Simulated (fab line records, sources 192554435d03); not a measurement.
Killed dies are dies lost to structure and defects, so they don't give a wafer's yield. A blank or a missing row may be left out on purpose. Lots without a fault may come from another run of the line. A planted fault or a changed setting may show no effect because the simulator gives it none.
Chamber matching | flow n5_finfet | N5_FIN_SAQP_MANDREL_ETCH_58 on rie_si-04: 4 sister chambers
The step etches a-Si in HBr/Cl2, stops on SiNx, target depth 45 nm, bt time 10 s, time 27 s. 4 wafers are shown with their chamber, then 9 later ones without.

WAFERS WITH THEIR CHAMBER
wafer  | chamber | throttle_valve_pct (%)
L086.4 | 0       | 35.58
L088.2 | 1       | 35.97
L088.5 | 3       | 35.76
L088.6 | 2       | 35.19

WAFERS WITHOUT THEIR CHAMBER
wafer  | throttle_valve_pct (%)
L090.2 | 35.95
L090.3 | 35.18
L090.4 | 35.57
L093.1 | 35.21
L093.2 | 35.96
L093.3 | 35.78
L093.4 | 35.58
L093.5 | 35.75
L093.6 | 35.58

WHICH CHAMBER EACH WENT THROUGH
wafer  | from the rows above | in truth
L090.2 | 1                   | 1
L090.3 | 2                   | 2
L090.4 | 0                   | 0
L093.1 | 2                   | 2
L093.2 | 1                   | 1
L093.3 | 3                   | 3
L093.4 | 0                   | 0
L093.5 | 3                   | 3
L093.6 | 0                   | 0
Placed correctly: 9 of 9. Can't be placed from these rows: 0. Placed wrongly: 0.
How it was worked out, from the rows above alone: a wafer's distance from a chamber is the root of the sum, over the readings, of the square of ((its reading less the chamber's mean) divided by the reading's scatter). The wafer belongs to the nearest chamber; if the next one is less than 2 further off, it can't be placed. A chamber's mean is the mean of its shown wafers. The scatter: with one shown wafer a chamber, the root of the mean of the squares of how far each hidden wafer lies from its nearest shown one.
